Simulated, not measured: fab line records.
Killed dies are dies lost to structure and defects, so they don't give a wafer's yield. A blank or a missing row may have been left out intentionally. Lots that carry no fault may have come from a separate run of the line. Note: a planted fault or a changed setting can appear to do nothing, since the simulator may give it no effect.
Chamber matching -- flow n5 finfet -- 4 sister chambers for N5_BEOL_M6_CMP_52 on cmp-02
The step polishes, stops on SiCOH lowk, t overpolish 6.9 s, target thk 80 nm. 8 wafers are shown with their chamber, then 8 later ones without.

== WAFERS WITH THEIR CHAMBER ==
wafer,chamber,motor current A (A),retaining ring pressure frac
L074.6,1,6.1,1.001
L078.2,1,6.5,1.006
L080.1,2,6.0,0.995
L080.3,3,7.4,1.004
L085.4,2,6.2,0.997
L085.5,3,7.5,0.998
L085.6,0,6.4,0.996
L090.3,0,7.0,1.008

== WAFERS WHOSE CHAMBER IS MISSING ==
wafer,motor current A (A),retaining ring pressure frac
L090.4,7.0,1.007
L090.5,6.1,0.998
L093.3,6.9,0.996
L093.4,6.2,0.997
L093.6,7.0,0.998
L095.1,7.2,0.999
L095.4,6.5,0.993
L095.5,7.3,1.002

== WHICH CHAMBER EACH ONE RAN IN ==
wafer,from the rows above,in truth
L090.4,can't be placed: 0 or 3 or 1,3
L090.5,can't be placed: 2 or 1 or 0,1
L093.3,can't be placed: 0 or 3 or 1 or 2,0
L093.4,can't be placed: 2 or 1 or 0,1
L093.6,can't be placed: 0 or 3 or 1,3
L095.1,can't be placed: 3 or 0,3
L095.4,can't be placed: 2 or 0 or 1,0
L095.5,can't be placed: 3 or 0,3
0 of 8 placed correctly. From these rows, 8 cannot be placed; in 8 the true chamber is one of the candidates. 0 placed wrongly.
How it was worked out, from the rows above alone: a wafer's distance from a chamber is the root of the sum, over the readings, of the square of ((its reading less the chamber's mean) divided by the reading's scatter). The wafer belongs to the nearest chamber; if the next one is less than 2 further off, it can't be placed. The mean given for a chamber averages the wafers shown for that chamber. The scatter: take each reading less its chamber's mean, square it, sum over the shown wafers, divide by the number of wafers less the number of chambers, and take the root.
